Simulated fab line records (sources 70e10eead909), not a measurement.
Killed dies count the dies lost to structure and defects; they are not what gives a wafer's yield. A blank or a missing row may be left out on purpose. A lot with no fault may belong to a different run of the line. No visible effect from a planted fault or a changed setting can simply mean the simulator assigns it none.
fab line records || flow nandHarc
[record] {"lots": 6, "wafers": 18, "lastDay": 23}
route steps=1159 shown A_ONON_D1@426 END@1159
lots that met no fault: taken from a fault-free run of the same line
startH: start of the lot's first displayed wafer, in hours after the record's first day || waitH: time in hours since the lot's previous step || " repeats the value in the row above || L1.1+2: a single row standing in for several wafers || - either no value or no given start || * or withheld: withheld || < > ~ a bound
route shown NAME@n: NAME is a module with steps in the file, n the number in the route of the first one || usual: mean/standard deviation taken from wafers without a fault || same: alike in all rows || chamber/n: place in a boat || sites: readings site by site || _std_site: their standard deviation || _edge_site: mean of outer sites minus mean of inner sites || radiusMm: for every site, how far away it sits from the centre of the wafer || mask NAME#n: copy n || behind: the tool/chamber that last shaped the wafer || hold: the reason the lot was held/the length of the hold in hours/how it ended || device: which transistor (n, p or np) failed to switch || end of line: tests run on the same wafers once the route is complete || a step with no rows: only its recipe || killed: dies that structure and defects cost at the first sort, which is not the same as the wafer's yield || map: per-die view of a wafer (x killed, . not killed, _ where there is no die)
set.NAME: setting as actually run; set.NAME@STEP: the setting as run at that earlier step || model.NAME: the simulator's own value behind a step, which no gauge read
a table for each step, a row for each wafer; lots at some steps of the route
services: from which hour (startH, from the record's first day; less than 0 if before it) a tool's chamber was out of use, for how many hours, and why
[[steps]]
[step NHARC_A_ONON_D1_DEP_03]
[recipe] {"targetThkA": 10000, "n2FlowSccm": 2750, "n2oFlowSccm": 2000, "nh3FlowSccm": 500, "sih4FlowSccm": 210, "tempC": 400}
[step NHARC_A_ONON_D1_THK_MEAS_05]
[recipe] {"thkMeasGauge": "ellipsometry"}
[usual] {"thkNm": "997/10"}
{"lot.wafer": "L202.1", "tool": "filmMetro-01", "chamber": "-", "startH": 148.82, "waitH": "-", "thkNm": 990}
{"lot.wafer": "L202.2", "tool": "filmMetro-01", "chamber": "-", "startH": 148.82, "waitH": "-", "thkNm": 990}
{"lot.wafer": "L202.4", "tool": "filmMetro-01", "chamber": "-", "startH": 148.82, "waitH": "-", "thkNm": 987}
{"lot.wafer": "L208.1", "tool": "filmMetro-02", "chamber": "-", "startH": 201.93, "waitH": "-", "thkNm": 1008}
{"lot.wafer": "L208.3", "tool": "filmMetro-02", "chamber": "-", "startH": 201.93, "waitH": "-", "thkNm": 1011}
{"lot.wafer": "L208.6", "tool": "filmMetro-02", "chamber": "-", "startH": 201.93, "waitH": "-", "thkNm": 1009}
{"lot.wafer": "L210.1", "tool": "filmMetro-02", "chamber": "-", "startH": 209.34, "waitH": "-", "thkNm": 996}
{"lot.wafer": "L210.5", "tool": "filmMetro-02", "chamber": "-", "startH": 209.34, "waitH": "-", "thkNm": 994}
{"lot.wafer": "L210.6", "tool": "filmMetro-02", "chamber": "-", "startH": 209.34, "waitH": "-", "thkNm": 996}
{"lot.wafer": "L216.3", "tool": "filmMetro-02", "chamber": "-", "startH": 233.55, "waitH": "-", "thkNm": 994}
{"lot.wafer": "L216.5", "tool": "filmMetro-02", "chamber": "-", "startH": 233.55, "waitH": "-", "thkNm": 994}
{"lot.wafer": "L216.6", "tool": "filmMetro-02", "chamber": "-", "startH": 233.55, "waitH": "-", "thkNm": 994}
{"lot.wafer": "L214.1", "tool": "filmMetro-01", "chamber": "-", "startH": 246.60, "waitH": "-", "thkNm": 1003}
{"lot.wafer": "L214.2", "tool": "filmMetro-01", "chamber": "-", "startH": 246.60, "waitH": "-", "thkNm": 1002}
{"lot.wafer": "L214.4", "tool": "filmMetro-01", "chamber": "-", "startH": 246.60, "waitH": "-", "thkNm": 1003}
{"lot.wafer": "L217.1", "tool": "filmMetro-01", "chamber": "-", "startH": 254.90, "waitH": "-", "thkNm": 998}
{"lot.wafer": "L217.3", "tool": "filmMetro-01", "chamber": "-", "startH": 254.90, "waitH": "-", "thkNm": 999}
{"lot.wafer": "L217.6", "tool": "filmMetro-01", "chamber": "-", "startH": 254.90, "waitH": "-", "thkNm": 999}
[step NHARC_A_ONON_D1_DEP_06]
[recipe] {"targetThkA": 10000, "n2FlowSccm": 2750, "n2oFlowSccm": 2000, "nh3FlowSccm": 500, "sih4FlowSccm": 210, "tempC": 400}
[step NHARC_A_ONON_D1_THK_MEAS_08]
[recipe] {"thkMeasGauge": "ellipsometry"}
[usual] {"thkNm": "1000/8.2"}
{"lot.wafer": "L202.1", "tool": "filmMetro-01", "chamber": "-", "startH": 149.38, "waitH": "-", "thkNm": 1009}
{"lot.wafer": "L202.2", "tool": "filmMetro-01", "chamber": "-", "startH": 149.38, "waitH": "-", "thkNm": 1010}
{"lot.wafer": "L202.4", "tool": "filmMetro-01", "chamber": "-", "startH": 149.38, "waitH": "-", "thkNm": 1008}
{"lot.wafer": "L208.1", "tool": "filmMetro-01", "chamber": "-", "startH": 202.49, "waitH": "-", "thkNm": 994}
{"lot.wafer": "L208.3", "tool": "filmMetro-01", "chamber": "-", "startH": 202.49, "waitH": "-", "thkNm": 994}
{"lot.wafer": "L208.6", "tool": "filmMetro-01", "chamber": "-", "startH": 202.49, "waitH": "-", "thkNm": 996}
{"lot.wafer": "L210.1", "tool": "filmMetro-01", "chamber": "-", "startH": 209.90, "waitH": "-", "thkNm": 1000}
{"lot.wafer": "L210.5", "tool": "filmMetro-01", "chamber": "-", "startH": 209.90, "waitH": "-", "thkNm": 1001}
{"lot.wafer": "L210.6", "tool": "filmMetro-01", "chamber": "-", "startH": 209.90, "waitH": "-", "thkNm": 1001}
{"lot.wafer": "L216.3", "tool": "filmMetro-01", "chamber": "-", "startH": 234.11, "waitH": "-", "thkNm": 1005}
{"lot.wafer": "L216.5", "tool": "filmMetro-01", "chamber": "-", "startH": 234.11, "waitH": "-", "thkNm": 1005}
{"lot.wafer": "L216.6", "tool": "filmMetro-01", "chamber": "-", "startH": 234.11, "waitH": "-", "thkNm": 1006}
{"lot.wafer": "L214.1", "tool": "filmMetro-02", "chamber": "-", "startH": 247.17, "waitH": "-", "thkNm": 1011}
{"lot.wafer": "L214.2", "tool": "filmMetro-02", "chamber": "-", "startH": 247.17, "waitH": "-", "thkNm": 1011}
{"lot.wafer": "L214.4", "tool": "filmMetro-02", "chamber": "-", "startH": 247.17, "waitH": "-", "thkNm": 1012}
{"lot.wafer": "L217.1", "tool": "filmMetro-02", "chamber": "-", "startH": 255.47, "waitH": "-", "thkNm": 1011}
{"lot.wafer": "L217.3", "tool": "filmMetro-02", "chamber": "-", "startH": 255.47, "waitH": "-", "thkNm": 1011}
{"lot.wafer": "L217.6", "tool": "filmMetro-02", "chamber": "-", "startH": 255.47, "waitH": "-", "thkNm": 1013}
[step NHARC_A_ONON_D1_DEP_09]
[recipe] {"targetThkA": 10000, "n2FlowSccm": 2750, "n2oFlowSccm": 2000, "nh3FlowSccm": 500, "sih4FlowSccm": 210, "tempC": 400}
[step NHARC_A_ONON_D1_THK_MEAS_11]
[recipe] {"thkMeasGauge": "ellipsometry"}
[usual] {"thkNm": "1000/8"}
{"lot.wafer": "L202.1", "tool": "filmMetro-01", "chamber": "-", "startH": 149.94, "waitH": "-", "thkNm": 995}
{"lot.wafer": "L202.2", "tool": "filmMetro-01", "chamber": "-", "startH": 149.94, "waitH": "-", "thkNm": 995}
{"lot.wafer": "L202.4", "tool": "filmMetro-01", "chamber": "-", "startH": 149.94, "waitH": "-", "thkNm": 994}
{"lot.wafer": "L208.1", "tool": "filmMetro-01", "chamber": "-", "startH": 203.06, "waitH": "-", "thkNm": 996}
{"lot.wafer": "L208.3", "tool": "filmMetro-01", "chamber": "-", "startH": 203.06, "waitH": "-", "thkNm": 995}
{"lot.wafer": "L208.6", "tool": "filmMetro-01", "chamber": "-", "startH": 203.06, "waitH": "-", "thkNm": 997}
{"lot.wafer": "L210.1", "tool": "filmMetro-01", "chamber": "-", "startH": 210.47, "waitH": "-", "thkNm": 995}
{"lot.wafer": "L210.5", "tool": "filmMetro-01", "chamber": "-", "startH": 210.47, "waitH": "-", "thkNm": 994}
{"lot.wafer": "L210.6", "tool": "filmMetro-01", "chamber": "-", "startH": 210.47, "waitH": "-", "thkNm": 992}
{"lot.wafer": "L216.3", "tool": "filmMetro-02", "chamber": "-", "startH": 234.68, "waitH": "-", "thkNm": 1002}
{"lot.wafer": "L216.5", "tool": "filmMetro-02", "chamber": "-", "startH": 234.68, "waitH": "-", "thkNm": 1001}
{"lot.wafer": "L216.6", "tool": "filmMetro-02", "chamber": "-", "startH": 234.68, "waitH": "-", "thkNm": 1003}
{"lot.wafer": "L214.1", "tool": "filmMetro-02", "chamber": "-", "startH": 247.73, "waitH": "-", "thkNm": 990}
{"lot.wafer": "L214.2", "tool": "filmMetro-02", "chamber": "-", "startH": 247.73, "waitH": "-", "thkNm": 989}
{"lot.wafer": "L214.4", "tool": "filmMetro-02", "chamber": "-", "startH": 247.73, "waitH": "-", "thkNm": 992}
{"lot.wafer": "L217.1", "tool": "filmMetro-02", "chamber": "-", "startH": 256.06, "waitH": "-", "thkNm": 997}
{"lot.wafer": "L217.3", "tool": "filmMetro-02", "chamber": "-", "startH": 256.06, "waitH": "-", "thkNm": 998}
{"lot.wafer": "L217.6", "tool": "filmMetro-02", "chamber": "-", "startH": 256.06, "waitH": "-", "thkNm": 1001}
[step NHARC_A_ONON_D1_DEP_12]
[recipe] {"targetThkA": 10000, "n2FlowSccm": 2750, "n2oFlowSccm": 2000, "nh3FlowSccm": 500, "sih4FlowSccm": 210, "tempC": 400}
[step NHARC_A_ONON_D1_THK_MEAS_14]
[recipe] {"thkMeasGauge": "ellipsometry"}
[usual] {"thkNm": "1000/9.6"}
{"lot.wafer": "L202.1", "tool": "filmMetro-01", "chamber": "-", "startH": 150.51, "waitH": "-", "thkNm": 992}
{"lot.wafer": "L202.2", "tool": "filmMetro-01", "chamber": "-", "startH": 150.51, "waitH": "-", "thkNm": 992}
{"lot.wafer": "L202.4", "tool": "filmMetro-01", "chamber": "-", "startH": 150.51, "waitH": "-", "thkNm": 992}
{"lot.wafer": "L208.1", "tool": "filmMetro-02", "chamber": "-", "startH": 203.63, "waitH": "-", "thkNm": 1014}
{"lot.wafer": "L208.3", "tool": "filmMetro-02", "chamber": "-", "startH": 203.63, "waitH": "-", "thkNm": 1017}
{"lot.wafer": "L208.6", "tool": "filmMetro-02", "chamber": "-", "startH": 203.63, "waitH": "-", "thkNm": 1017}
{"lot.wafer": "L210.1", "tool": "filmMetro-01", "chamber": "-", "startH": 211.10, "waitH": "-", "thkNm": 1003}
{"lot.wafer": "L210.5", "tool": "filmMetro-01", "chamber": "-", "startH": 211.10, "waitH": "-", "thkNm": 1002}
{"lot.wafer": "L210.6", "tool": "filmMetro-01", "chamber": "-", "startH": 211.10, "waitH": "-", "thkNm": 1001}
{"lot.wafer": "L216.3", "tool": "filmMetro-01", "chamber": "-", "startH": 235.25, "waitH": "-", "thkNm": 999}
{"lot.wafer": "L216.5", "tool": "filmMetro-01", "chamber": "-", "startH": 235.25, "waitH": "-", "thkNm": 1001}
{"lot.wafer": "L216.6", "tool": "filmMetro-01", "chamber": "-", "startH": 235.25, "waitH": "-", "thkNm": 1000}
{"lot.wafer": "L214.1", "tool": "filmMetro-02", "chamber": "-", "startH": 248.31, "waitH": "-", "thkNm": 1011}
{"lot.wafer": "L214.2", "tool": "filmMetro-02", "chamber": "-", "startH": 248.31, "waitH": "-", "thkNm": 1007}
{"lot.wafer": "L214.4", "tool": "filmMetro-02", "chamber": "-", "startH": 248.31, "waitH": "-", "thkNm": 1010}
{"lot.wafer": "L217.1", "tool": "filmMetro-01", "chamber": "-", "startH": 256.63, "waitH": "-", "thkNm": 985}
{"lot.wafer": "L217.3", "tool": "filmMetro-01", "chamber": "-", "startH": 256.63, "waitH": "-", "thkNm": 984}
{"lot.wafer": "L217.6", "tool": "filmMetro-01", "chamber": "-", "startH": 256.63, "waitH": "-", "thkNm": 984}
[step NHARC_A_ONON_D1_ANNEAL_15]
[recipe] {"tempC": 750, "timeS": 3600}
[step NHARC_A_ONON_D1_DEP_16]
[recipe] {"targetThkA": 10000, "n2FlowSccm": 2750, "n2oFlowSccm": 2000, "nh3FlowSccm": 500, "sih4FlowSccm": 210, "tempC": 400}
[step NHARC_A_ONON_D1_THK_MEAS_18]
[recipe] {"thkMeasGauge": "ellipsometry"}
[usual] {"thkNm": "1000/9.1"}
{"lot.wafer": "L202.1", "tool": "filmMetro-01", "chamber": "-", "startH": 155.63, "waitH": "-", "thkNm": 1000}
{"lot.wafer": "L202.2", "tool": "filmMetro-01", "chamber": "-", "startH": 155.63, "waitH": "-", "thkNm": 1001}
{"lot.wafer": "L202.4", "tool": "filmMetro-01", "chamber": "-", "startH": 155.63, "waitH": "-", "thkNm": 1001}
{"lot.wafer": "L208.1", "tool": "filmMetro-02", "chamber": "-", "startH": 210.74, "waitH": "-", "thkNm": 1009}
{"lot.wafer": "L208.3", "tool": "filmMetro-02", "chamber": "-", "startH": 210.74, "waitH": "-", "thkNm": 1008}
{"lot.wafer": "L208.6", "tool": "filmMetro-02", "chamber": "-", "startH": 210.74, "waitH": "-", "thkNm": 1008}
{"lot.wafer": "L210.1", "tool": "filmMetro-02", "chamber": "-", "startH": 218.21, "waitH": "-", "thkNm": 1002}
{"lot.wafer": "L210.5", "tool": "filmMetro-02", "chamber": "-", "startH": 218.21, "waitH": "-", "thkNm": 1005}
{"lot.wafer": "L210.6", "tool": "filmMetro-02", "chamber": "-", "startH": 218.21, "waitH": "-", "thkNm": 1005}
{"lot.wafer": "L216.3", "tool": "filmMetro-01", "chamber": "-", "startH": 242.32, "waitH": "-", "thkNm": 992}
{"lot.wafer": "L216.5", "tool": "filmMetro-01", "chamber": "-", "startH": 242.32, "waitH": "-", "thkNm": 994}
{"lot.wafer": "L216.6", "tool": "filmMetro-01", "chamber": "-", "startH": 242.32, "waitH": "-", "thkNm": 992}
{"lot.wafer": "L214.1", "tool": "filmMetro-01", "chamber": "-", "startH": 257.71, "waitH": "-", "thkNm": 1005}
{"lot.wafer": "L214.2", "tool": "filmMetro-01", "chamber": "-", "startH": 257.71, "waitH": "-", "thkNm": 1005}
{"lot.wafer": "L214.4", "tool": "filmMetro-01", "chamber": "-", "startH": 257.71, "waitH": "-", "thkNm": 1005}
{"lot.wafer": "L217.1", "tool": "filmMetro-01", "chamber": "-", "startH": 264.01, "waitH": "-", "thkNm": 994}
{"lot.wafer": "L217.3", "tool": "filmMetro-01", "chamber": "-", "startH": 264.01, "waitH": "-", "thkNm": 995}
{"lot.wafer": "L217.6", "tool": "filmMetro-01", "chamber": "-", "startH": 264.01, "waitH": "-", "thkNm": 994}
[step NHARC_A_ONON_D1_DEP_19]
[recipe] {"targetThkA": 10000, "n2FlowSccm": 2750, "n2oFlowSccm": 2000, "nh3FlowSccm": 500, "sih4FlowSccm": 210, "tempC": 400}
[usual] {"n2FlowSccm": "2750/7.4", "sih4FlowSccm": "210.0/0.67"}
{"lot.wafer": "L202.1", "tool": "pecvdOnon-02", "chamber": 0, "startH": 155.82, "waitH": 0.2, "n2FlowSccm": 2734, "sih4FlowSccm": 209.7}
{"lot.wafer": "L202.2", "tool": "pecvdOnon-02", "chamber": 0, "startH": 155.82, "waitH": 0.2, "n2FlowSccm": 2742, "sih4FlowSccm": 210.6}
{"lot.wafer": "L202.4", "tool": "pecvdOnon-02", "chamber": 0, "startH": 155.82, "waitH": 0.2, "n2FlowSccm": 2742, "sih4FlowSccm": 210.0}
{"lot.wafer": "L208.1", "tool": "pecvdOnon-02", "chamber": 0, "startH": 210.80, "waitH": 0.1, "n2FlowSccm": 2759, "sih4FlowSccm": 210.2}
{"lot.wafer": "L208.3", "tool": "pecvdOnon-02", "chamber": 0, "startH": 210.80, "waitH": 0.1, "n2FlowSccm": 2746, "sih4FlowSccm": 210.9}
{"lot.wafer": "L208.6", "tool": "pecvdOnon-02", "chamber": 0, "startH": 210.80, "waitH": 0.1, "n2FlowSccm": 2749, "sih4FlowSccm": 210.3}
{"lot.wafer": "L210.1", "tool": "pecvdOnon-02", "chamber": 0, "startH": 218.26, "waitH": 0.1, "n2FlowSccm": 2762, "sih4FlowSccm": 210.0}
{"lot.wafer": "L210.5", "tool": "pecvdOnon-02", "chamber": 0, "startH": 218.26, "waitH": 0.1, "n2FlowSccm": 2765, "sih4FlowSccm": 210.8}
{"lot.wafer": "L210.6", "tool": "pecvdOnon-02", "chamber": 0, "startH": 218.26, "waitH": 0.1, "n2FlowSccm": 2764, "sih4FlowSccm": 210.5}
{"lot.wafer": "L216.3", "tool": "pecvdOnon-01", "chamber": 0, "startH": 242.49, "waitH": 0.2, "n2FlowSccm": 2755, "sih4FlowSccm": 209.7}
{"lot.wafer": "L216.5", "tool": "pecvdOnon-01", "chamber": 0, "startH": 242.49, "waitH": 0.2, "n2FlowSccm": 2760, "sih4FlowSccm": 210.2}
{"lot.wafer": "L216.6", "tool": "pecvdOnon-01", "chamber": 0, "startH": 242.49, "waitH": 0.2, "n2FlowSccm": 2742, "sih4FlowSccm": 209.6}
{"lot.wafer": "L214.1", "tool": "pecvdOnon-03", "chamber": 0, "startH": 257.77, "waitH": 0.1, "n2FlowSccm": 2748, "sih4FlowSccm": 209.8}
{"lot.wafer": "L214.2", "tool": "pecvdOnon-03", "chamber": 0, "startH": 257.77, "waitH": 0.1, "n2FlowSccm": 2763, "sih4FlowSccm": 210.1}
{"lot.wafer": "L214.4", "tool": "pecvdOnon-03", "chamber": 0, "startH": 257.77, "waitH": 0.1, "n2FlowSccm": 2753, "sih4FlowSccm": 209.8}
{"lot.wafer": "L217.1", "tool": "pecvdOnon-03", "chamber": 0, "startH": 264.06, "waitH": 0.1, "n2FlowSccm": 2749, "sih4FlowSccm": 209.9}
{"lot.wafer": "L217.3", "tool": "pecvdOnon-03", "chamber": 0, "startH": 264.06, "waitH": 0.1, "n2FlowSccm": 2741, "sih4FlowSccm": 209.6}
{"lot.wafer": "L217.6", "tool": "pecvdOnon-03", "chamber": 0, "startH": 264.06, "waitH": 0.1, "n2FlowSccm": 2753, "sih4FlowSccm": 209.4}
[step NHARC_A_ONON_D1_THK_MEAS_21]
[recipe] {"thkMeasGauge": "ellipsometry"}
[usual] {"thkNm": "1001/10"}
{"lot.wafer": "L202.1", "tool": "filmMetro-01", "chamber": "-", "startH": 156.33, "waitH": "-", "thkNm": 1012}
{"lot.wafer": "L202.2", "tool": "filmMetro-01", "chamber": "-", "startH": 156.33, "waitH": "-", "thkNm": 1011}
{"lot.wafer": "L202.4", "tool": "filmMetro-01", "chamber": "-", "startH": 156.33, "waitH": "-", "thkNm": 1012}
{"lot.wafer": "L208.1", "tool": "filmMetro-01", "chamber": "-", "startH": 211.31, "waitH": "-", "thkNm": 1597}
{"lot.wafer": "L208.3", "tool": "filmMetro-01", "chamber": "-", "startH": 211.31, "waitH": "-", "thkNm": 1594}
{"lot.wafer": "L208.6", "tool": "filmMetro-01", "chamber": "-", "startH": 211.31, "waitH": "-", "thkNm": 1595}
{"lot.wafer": "L210.1", "tool": "filmMetro-01", "chamber": "-", "startH": 218.77, "waitH": "-", "thkNm": 1598}
{"lot.wafer": "L210.5", "tool": "filmMetro-01", "chamber": "-", "startH": 218.77, "waitH": "-", "thkNm": 1599}
{"lot.wafer": "L210.6", "tool": "filmMetro-01", "chamber": "-", "startH": 218.77, "waitH": "-", "thkNm": 1598}
{"lot.wafer": "L216.3", "tool": "filmMetro-01", "chamber": "-", "startH": 242.89, "waitH": "-", "thkNm": 998}
{"lot.wafer": "L216.5", "tool": "filmMetro-01", "chamber": "-", "startH": 242.89, "waitH": "-", "thkNm": 999}
{"lot.wafer": "L216.6", "tool": "filmMetro-01", "chamber": "-", "startH": 242.89, "waitH": "-", "thkNm": 1000}
{"lot.wafer": "L214.1", "tool": "filmMetro-02", "chamber": "-", "startH": 258.29, "waitH": "-", "thkNm": 1006}
{"lot.wafer": "L214.2", "tool": "filmMetro-02", "chamber": "-", "startH": 258.29, "waitH": "-", "thkNm": 1006}
{"lot.wafer": "L214.4", "tool": "filmMetro-02", "chamber": "-", "startH": 258.29, "waitH": "-", "thkNm": 1006}
{"lot.wafer": "L217.1", "tool": "filmMetro-02", "chamber": "-", "startH": 264.58, "waitH": "-", "thkNm": 1004}
{"lot.wafer": "L217.3", "tool": "filmMetro-02", "chamber": "-", "startH": 264.58, "waitH": "-", "thkNm": 1003}
{"lot.wafer": "L217.6", "tool": "filmMetro-02", "chamber": "-", "startH": 264.58, "waitH": "-", "thkNm": 1007}
[step NHARC_A_ONON_D1_DEP_22]
[recipe] {"targetThkA": 10000, "n2FlowSccm": 2750, "n2oFlowSccm": 2000, "nh3FlowSccm": 500, "sih4FlowSccm": 210, "tempC": 400}
[step NHARC_END_SORT_01]
[recipe] {"tempC": 25}
[usual] {"killedAtArray": "28/8.9", "killedAtOther": "0.8/1.2", "killedAtPeriphery": "3.3/2.3", "killedDies": "32/9.4", "killedOpen": "3.2/1.8", "killedShort": "1.9/1.4"}
[same] {"grossDies": 677}
{"lot.wafer": "L208.1", "tool": "prober-02", "chamber": 0, "startH": 502.59, "waitH": 2.5, "killedAtArray": 674, "killedAtOther": 0, "killedAtPeriphery": 3, "killedDies": 677, "killedOpen": 2, "killedShort": 1}
{"lot.wafer": "L208.3", "tool": "prober-02", "chamber": 0, "startH": 504.21, "waitH": 3.1, "killedAtArray": 675, "killedAtOther": 0, "killedAtPeriphery": 2, "killedDies": 677, "killedOpen": 1, "killedShort": 2}
{"lot.wafer": "L208.6", "tool": "prober-02", "chamber": 0, "startH": 506.64, "waitH": 4.0, "killedAtArray": 673, "killedAtOther": 1, "killedAtPeriphery": 3, "killedDies": 677, "killedOpen": 2, "killedShort": 1}
{"lot.wafer": "L210.1", "tool": "prober-02", "chamber": 0, "startH": 510.43, "waitH": 2.5, "killedAtArray": 672, "killedAtOther": 0, "killedAtPeriphery": 5, "killedDies": 677, "killedOpen": 5, "killedShort": 1}
{"lot.wafer": "L210.5", "tool": "prober-02", "chamber": 0, "startH": 513.64, "waitH": 3.7, "killedAtArray": 674, "killedAtOther": 0, "killedAtPeriphery": 3, "killedDies": 677, "killedOpen": 4, "killedShort": 0}
{"lot.wafer": "L210.6", "tool": "prober-02", "chamber": 0, "startH": 514.44, "waitH": 4.0, "killedAtArray": 671, "killedAtOther": 0, "killedAtPeriphery": 6, "killedDies": 677, "killedOpen": 4, "killedShort": 1}
// killed by level:class
L208.1 A_ONON_D1:areaDep=640 A_CHANNEL_HOLE_D1:chamberFilmFlake=18 A_SLIT:chamberFilmFlake=9 A_STAIRCASE:chamberFilmFlake=4 A_CONTACT:geometricParticle:open=2 P_ZERO_WELL:chamberFilmFlake=2 P_STI:geometricParticle:short=1 A_CONTACT:chamberFilmFlake=1
L208.3 A_ONON_D1:areaDep=646 A_CHANNEL_HOLE_D1:chamberFilmFlake=11 A_SLIT:chamberFilmFlake=7 A_CONTACT:chamberFilmFlake=5 A_ZERO_WELL:chamberFilmFlake=2 A_STAIRCASE:chamberFilmFlake=2 P_M0:geometricParticle:short=1 A_CHANNEL_FILL_D1:geometricParticle:open=1
L208.6 A_ONON_D1:areaDep=646 A_CHANNEL_HOLE_D1:chamberFilmFlake=13 A_SLIT:chamberFilmFlake=6 A_STAIRCASE:chamberFilmFlake=4 P_M0:geometricParticle:short=1 A_CHANNEL_HOLE_D1:geometricParticle:open=1 P_ZERO_WELL:chamberFilmFlake=1 P_GATE:chamberFilmFlake=1
L210.1 A_ONON_D1:areaDep=641 A_SLIT:chamberFilmFlake=18 A_CHANNEL_HOLE_D1:chamberFilmFlake=5 A_CONTACT:geometricParticle:open=2 P_STI:chamberFilmFlake=2 A_STAIRCASE:chamberFilmFlake=2 P_STI:geometricParticle:short=1 P_CONTACT:geometricParticle:open=1
L210.5 A_ONON_D1:areaDep=637 A_SLIT:chamberFilmFlake=20 A_CHANNEL_HOLE_D1:chamberFilmFlake=9 A_CONTACT:chamberFilmFlake=3 P_M0:geometricParticle:open=2 A_STAIRCASE:chamberFilmFlake=2 A_CHANNEL_FILL_D1:geometricParticle:open=1 A_CONTACT:geometricParticle:open=1
L210.6 A_ONON_D1:areaDep=646 A_SLIT:chamberFilmFlake=14 A_CHANNEL_HOLE_D1:chamberFilmFlake=4 P_M1:geometricParticle:open=3 A_STAIRCASE:chamberFilmFlake=3 P_M0:geometricParticle:open=1 A_ONON_D1:geometricParticle:short=1 P_GATE:chamberFilmFlake=1
// map L208.1 (x killed, . not)
____________x____________
_________xxxxxxx_________
_______xxxxxxxxxxx_______
______xxxxxxxxxxxxx______
_____xxxxxxxxxxxxxxx_____
____xxxxxxxxxxxxxxxxx____
____xxxxxxxxxxxxxxxxx____
___xxxxxxxxxxxxxxxxxxx___
___xxxxxxxxxxxxxxxxxxx___
__xxxxxxxxxxxxxxxxxxxxx__
__xxxxxxxxxxxxxxxxxxxxx__
_xxxxxxxxxxxxxxxxxxxxxxx_
_xxxxxxxxxxxxxxxxxxxxxxx_
_xxxxxxxxxxxxxxxxxxxxxxx_
_xxxxxxxxxxxxxxxxxxxxxxx_
_xxxxxxxxxxxxxxxxxxxxxxx_
xxxxxxxxxxxxxxxxxxxxxxxxx
xxxxxxxxxxxxxxxxxxxxxxxxx
xxxxxxxxxxxxxxxxxxxxxxxxx
xxxxxxxxxxxxxxxxxxxxxxxxx
xxxxxxxxxxxxxxxxxxxxxxxxx
_xxxxxxxxxxxxxxxxxxxxxxx_
_xxxxxxxxxxxxxxxxxxxxxxx_
_xxxxxxxxxxxxxxxxxxxxxxx_
_xxxxxxxxxxxxxxxxxxxxxxx_
_xxxxxxxxxxxxxxxxxxxxxxx_
__xxxxxxxxxxxxxxxxxxxxx__
__xxxxxxxxxxxxxxxxxxxxx__
___xxxxxxxxxxxxxxxxxxx___
___xxxxxxxxxxxxxxxxxxx___
____xxxxxxxxxxxxxxxxx____
____xxxxxxxxxxxxxxxxx____
_____xxxxxxxxxxxxxxx_____
______xxxxxxxxxxxxx______
_______xxxxxxxxxxx_______
_________xxxxxxx_________
____________x____________
// map L210.1 (x killed, . not)
____________x____________
_________xxxxxxx_________
_______xxxxxxxxxxx_______
______xxxxxxxxxxxxx______
_____xxxxxxxxxxxxxxx_____
____xxxxxxxxxxxxxxxxx____
____xxxxxxxxxxxxxxxxx____
___xxxxxxxxxxxxxxxxxxx___
___xxxxxxxxxxxxxxxxxxx___
__xxxxxxxxxxxxxxxxxxxxx__
__xxxxxxxxxxxxxxxxxxxxx__
_xxxxxxxxxxxxxxxxxxxxxxx_
_xxxxxxxxxxxxxxxxxxxxxxx_
_xxxxxxxxxxxxxxxxxxxxxxx_
_xxxxxxxxxxxxxxxxxxxxxxx_
_xxxxxxxxxxxxxxxxxxxxxxx_
xxxxxxxxxxxxxxxxxxxxxxxxx
xxxxxxxxxxxxxxxxxxxxxxxxx
xxxxxxxxxxxxxxxxxxxxxxxxx
xxxxxxxxxxxxxxxxxxxxxxxxx
xxxxxxxxxxxxxxxxxxxxxxxxx
_xxxxxxxxxxxxxxxxxxxxxxx_
_xxxxxxxxxxxxxxxxxxxxxxx_
_xxxxxxxxxxxxxxxxxxxxxxx_
_xxxxxxxxxxxxxxxxxxxxxxx_
_xxxxxxxxxxxxxxxxxxxxxxx_
__xxxxxxxxxxxxxxxxxxxxx__
__xxxxxxxxxxxxxxxxxxxxx__
___xxxxxxxxxxxxxxxxxxx___
___xxxxxxxxxxxxxxxxxxx___
____xxxxxxxxxxxxxxxxx____
____xxxxxxxxxxxxxxxxx____
_____xxxxxxxxxxxxxxx_____
______xxxxxxxxxxxxx______
_______xxxxxxxxxxx_______
_________xxxxxxx_________
____________x____________
[[services]]
{"tool": "pecvdOnon-03", "chamber": "-", "startH": 153.00, "hours": 13.0, "kind": "pm"}
{"tool": "pecvdOnon-01", "chamber": "-", "startH": 195.25, "hours": 13.0, "kind": "pm"}
[[key]]
[firstSign] {"step": "NHARC_A_ONON_D1_THK_MEAS_21", "reading": "thkNm", "direction": "up", "sigmas": 57, "usual": 1001, "struck": 1597}
[effect] {"step": "NHARC_END_SORT_01", "reading": "killedAtArray", "direction": "up", "sigmas": 72, "usual": 28, "struck": 673}
[moreKillsBornAt] {"NHARC_A_ONON_D1_DEP_19@pecvdOnon-02": 3856}
metAt NHARC_A_ONON_D1_DEP_19
struckWafers L208.1,L208.3,L208.6,L210.1,L210.5,L210.6
laterRowsLeftOut L208.1,L208.3,L208.6,L210.1,L210.5,L210.6
testerLeftOut L208,L210
onsetBetween 155.82 210.80
[fault] {"kind": "processParameterDrift", "tool": "pecvdOnon-02", "chamber": 0, "onsetH": 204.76, "steps": "NHARC_A_ONON_D1_DEP_19", "channel": "targetThkA", "offset": "*", "shape": "step", "endH": 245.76, "actsIn": "*", "stated": "*"}
// testerLeftOut: of these lots the tester's yield and bins aren't shown, on N5 and GAA mostly nor the transistor test; their killed dies are dies lost to structure and defects alone, not to doping, threshold or leakage, so they don't give the yield
// laterRowsLeftOut: the simulator's readings of these wafers behind a module that went badly wrong aren't trusted and aren't shown, but for the sort
